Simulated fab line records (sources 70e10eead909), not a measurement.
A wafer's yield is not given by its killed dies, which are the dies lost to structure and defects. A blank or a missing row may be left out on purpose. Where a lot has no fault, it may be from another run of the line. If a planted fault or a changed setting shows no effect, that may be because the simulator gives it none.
Chamber matching | flow nand harc | NHARC_A_SLIT_ETCH_29 on rie diel-06 has 4 sister chambers
The step etches the open film in CF4/O2, target depth 100 nm, overetch 10 nm, time 55 s. 14 wafers are shown with their chamber, then 7 later ones without.

## WAFERS WITH THEIR CHAMBER
wafer  | chamber | drypump motor current A (A) | showerhead plenum p Torr (Torr) | oes product au (a.u.)
L314.1 | 3       | 6.0                         | 1.25                            | 1.000
L314.2 | 0       | 5.9                         | 1.29                            | 0.990
L314.4 | 1       | 5.5                         | 1.30                            | 1.018
L315.3 | 3       | 6.0                         | 1.25                            | 0.998
L315.5 | 2       | 6.3                         | 1.26                            | 1.006
L315.6 | 3       | 6.0                         | 1.25                            | 1.003
L319.2 | 3       | 6.0                         | 1.25                            | 0.984
L319.5 | 2       | 6.3                         | 1.25                            | 0.980
L319.6 | 3       | 6.0                         | 1.25                            | 0.999
L320.3 | 0       | 5.9                         | 1.29                            | 0.979
L320.4 | 2       | 6.3                         | 1.25                            | 0.989
L320.5 | 2       | 6.3                         | 1.25                            | 1.000
L321.1 | 3       | 6.0                         | 1.25                            | 1.004
L321.3 | 0       | 6.0                         | 1.29                            | 0.986

SIGNATURES (means of the wafers above)
reading                  | chamber 0 | chamber 1 | chamber 2 | chamber 3 | scatter within a chamber
drypump motor current A  | 5.933     | 5.500     | 6.300     | 6.000     | 0.0258
showerhead plenum p Torr | 1.2900    | 1.3000    | 1.2525    | 1.2500    | 0.00274
oes product au           | 0.98500   | 1.01800   | 0.99375   | 0.99800   | 0.00851
Rule: distance of a wafer from a chamber = root of the sum over the readings of ((wafer's reading minus chamber's mean) / reading's scatter) squared. The wafer belongs to the nearest chamber; if the next one is less than 2 further off, it can't be placed. The scatter is the square root of a quotient: the sum, over the shown wafers, of each reading's squared deviation from its chamber's mean, divided by wafers minus chambers.

## WAFERS WHOSE CHAMBER IS MISSING
wafer  | drypump motor current A (A) | showerhead plenum p Torr (Torr) | oes product au (a.u.)
L321.5 | 6.0                         | 1.25                            | 0.997
L324.2 | 6.0                         | 1.25                            | 0.984
L324.5 | 6.0                         | 1.25                            | 1.000
L324.6 | 6.3                         | 1.25                            | 1.001
L337.1 | 6.2                         | 1.25                            | 0.986
L337.3 | 5.5                         | 1.30                            | 0.992
L337.4 | 6.0                         | 1.25                            | 0.976

## WHICH CHAMBER EACH WENT THROUGH
wafer  | from the rows above | in truth
L321.5 | 3                   | 3
L324.2 | 3                   | 3
L324.5 | 3                   | 3
L324.6 | 2                   | 2
L337.1 | 2                   | 2
L337.3 | 1                   | 1
L337.4 | 3                   | 3
Placed correctly: 7 of 7. Number that these rows cannot place: 0. Placed wrongly: 0.
